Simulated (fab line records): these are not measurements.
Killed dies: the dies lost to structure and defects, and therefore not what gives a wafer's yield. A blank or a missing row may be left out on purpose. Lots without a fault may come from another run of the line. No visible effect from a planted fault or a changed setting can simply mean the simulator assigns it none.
Struck lot and sound lot, side by side -- flow n5Finfet -- 38 steps out of a route of 1938
Sound: the wafers L871.1, L871.5, L871.6. Struck: wafer L865.6. (L865.1, L865.4 of the same lot were not struck and are left out.) The cause comes at the end.
At each step with rows: each side's tool, then ch and its chambers, then its first start. Under that, the readings that differ: sound wafers -- struck wafers -- difference of the means -- sigmas: that difference in standard deviations of wafers without a fault.
alike: a reading whose means differ by less than 2 such deviations, as well as words and numbers matching on both sides. not compared: withheld readings; readings where some wafer has no value; bounds like >300 that might hide an equal value; numbers whose values overlap and for which the record gives no deviation.
The two part at a step that has a row with sigmas, a row that says differs or no value, or rows on one side only. When numbers do not overlap yet have no deviation, they are printed without sigmas and do not part them. A reading missing from all wafers of one side parts the sides only when that side holds two or more wafers.

first, 9 steps without rows for these wafers: N5_BEOL_M4_ANNEAL_95 (time 240 s); N5_BEOL_M4_SPUTTER_96 (material Cu, target thk 4.5 nm, time 8.29 s); N5_BEOL_M4_ECD_50 (material Cu, target thk 300 nm); N5_BEOL_M4_ANNEAL_51 (time 90 s); N5_BEOL_M4_CMP_52 (polishes, stops on SiOC, t overpolish 6.8 s, target thk 40 nm); N5_BEOL_M4_PRE_CLEAN_60 (time 15 s); N5_BEOL_M4_CO_CAP_55 (material Co, precursor CCTBA/H2, target thk 2 nm, time 102.1 s); N5_BEOL_M4_PRE_CLEAN_56 (time 15 s); N5_BEOL_M4_DEP_57 (deposits SiCN from 3MS/NH3, target thk 8 nm, time 14 s).
N5_BEOL_M4_RC_MEAS_101:
  sound on prober-02 ch 0, day 13 12:45; struck on prober-02 ch 0, day 11 19:54
reading,sound,struck,difference,sigmas
ION_N (uA/um),742 669 699,663,-40,-3
  alike: DIBL_N, DIBL_P, IOFF_N, IOFF_P, ION_P, SS_N, SS_P, VT_N, VT_P
then, 24 steps without rows for these wafers: N5_BEOL_M5_ILD_DEP_00 (deposits SiCOH lowk from DEMS/porogen, target thk 140.64 nm, time 25.9 s); N5_BEOL_M5_CURE_79 (cures SiCOH lowk, time 240 s); N5_BEOL_M5_PECVD_70 (deposits SiO2 from TEOS/O2, target thk 16 nm, time 18 s); N5_BEOL_M5_HM_DEP_02 (deposits TiN, target thk 20 nm); N5_BEOL_M5_COAT_59 (time 60 s, resist thk 60 nm); N5_BEOL_M5_COAT_60 (time 60 s, resist thk 12 nm); N5_BEOL_M5_COAT_71 (time 60 s, resist thk 5 nm); N5_BEOL_M5_COAT_05 (resist thk 30 nm); N5_BEOL_M5_EBR_07; N5_BEOL_M5_SOFTBAKE_06 (time 60 s); N5_BEOL_M5_EXPOSE_08 (exposes mask M5, target cd 28 nm); N5_BEOL_M5_PEB_09 (peb time 60 s); N5_BEOL_M5_DEVELOP_10 (develop time 30 s); N5_BEOL_M5_DESCUM_16 (chemistry O2, time 7 s); N5_BEOL_M5_ETCH_72 (etches underlayer in N2/H2, target depth 6.5 nm, time 5.2 s); N5_BEOL_M5_ETCH_61 (etches SiARC in CF4, target depth 15.6 nm, time 26 s); N5_BEOL_M5_ETCH_62 (etches SOC in N2/H2, target depth 75 nm, overetch 15 nm, time 112.5 s); N5_BEOL_M5_STRIP_63 (strips in N2/H2); N5_BEOL_M5_STRIP_73 (strips in N2/H2); N5_BEOL_M5_STRIP_64 (strips in CF4); N5_BEOL_M5_HM_OPEN_17 (chemistry Cl2/BCl3, target TiN, target depth 20 nm, overetch 6 nm); N5_BEOL_M5_STRIP_19 (strips in O2); N5_BEOL_M5_COAT_65 (time 60 s, resist thk 60 nm); N5_BEOL_M5_COAT_66 (time 60 s, resist thk 12 nm).
-- here the record skips 4 days between the struck wafers' starts before and after, leaving off in module BEOL_M5 and picking up in module BEOL_M15 (first step shown: number 1824 of the route) --
N5_BEOL_M15_CMP_49: polishes, stops on SiO2, t overpolish 4.9 s, target thk 850 nm.
  sound on cmp-03 ch 0,1, day 17 16:59; struck on cmp-02 ch 0, day 15 21:11
reading,sound,struck,difference,sigmas
barrierFieldEndpointS (s),11.67 11.95 11.35,22.16,+10.50,+38
overpolishRunS (s),4.898 4.908 4.900,3.846,-1.056,-99 or more
  alike: motorCurrentA
N5_BEOL_M15_THK_MEAS_50: measures by xrf.
  struck on filmMetro-02, day 15 21:24; sound on filmMetro-01, day 17 17:14
reading,sound,struck,difference,sigmas
M15_THK (nm),826 834 822,1497,+670,+33
N5_BEOL_M15_INSPECT_55: inspects for defects (darkfield).
  struck on defectInspect-01, day 15 21:34; sound on defectInspect-01, day 17 17:26
reading,sound,struck,difference,sigmas
rawDefectCount,77 61 71,6474,+6404,+99 or more
N5_PASSIVATION_PROBE_49:
  struck on prober-01, day 16 12:11; sound on prober-01, day 18 09:07
reading,sound,struck,difference,sigmas
defectLimitedYield (%),92.2 90.0 88.7,0,-90,-56
killed_at_M4_up,15 17 26,1103,+1084,+99 or more
killedDies,92 118 133,1180,+1066,+56
killedOnRim,12 21 12,152,+137,+35
sortNPass,1088 1062 1047,0,-1066,-53
sortYieldPct (%),92.2 90.0 88.7,0,-90,-53
  alike: killed_at_M0_to_M3, killedAtContacts, killedAtFrontEnd, killedAtOther, killedOpen, killedShort, sort_bin_5_function, sort_bin_6_memory

WHERE THEY PART
Earliest at N5_BEOL_M4_RC_MEAS_101; latest, in this record, at N5_PASSIVATION_PROBE_49.

WHY: what had been put in by the simulator
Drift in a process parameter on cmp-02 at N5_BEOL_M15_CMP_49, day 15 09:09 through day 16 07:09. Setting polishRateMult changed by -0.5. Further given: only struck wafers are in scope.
